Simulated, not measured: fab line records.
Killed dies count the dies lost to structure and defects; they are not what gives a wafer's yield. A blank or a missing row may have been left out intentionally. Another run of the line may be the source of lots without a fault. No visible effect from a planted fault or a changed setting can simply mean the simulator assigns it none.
Chamber matching -- flow n5-finfet -- rie-diel-05 running N5_HKMG_FIN_DESCUM_17: 4 sister chambers
The step chemistry O2, time 7.9 s. 4 wafers are shown with their chamber, then 11 later ones without.

EACH WAFER AND ITS CHAMBER
wafer,chamber,drypump-motor-current-A (A)
L085.1,0,6.3
L085.2,2,5.8
L085.6,3,6.6
L087.2,1,5.4

WAFERS WITH NO CHAMBER GIVEN
wafer,drypump-motor-current-A (A)
L087.4,6.3
L087.6,5.7
L089.1,6.6
L089.2,6.3
L089.3,5.8
L091.4,5.8
L091.5,5.4
L091.6,6.3
L097.3,6.6
L097.4,6.3
L097.5,6.3

EACH ONE'S CHAMBER
wafer,from the rows above,in truth
L087.4,0,0
L087.6,2,2
L089.1,3,3
L089.2,0,0
L089.3,2,2
L091.4,2,2
L091.5,1,1
L091.6,0,0
L097.3,3,3
L097.4,0,0
L097.5,0,0
Placed correctly: 11 of 11. Number that these rows cannot place: 0. Placed wrongly: 0.
How it was worked out, from the rows above alone: a wafer's distance from a chamber is the root of the sum, over the readings, of the square of ((its reading less the chamber's mean) divided by the reading's scatter). If the next closest chamber is less than 2 further off than the closest, the wafer can't be placed; otherwise it belongs to the closest. For every chamber, the mean is computed from those of its wafers that are shown. The scatter: root of mean squared gap, hidden wafer to nearest shown wafer, with one shown wafer a chamber.
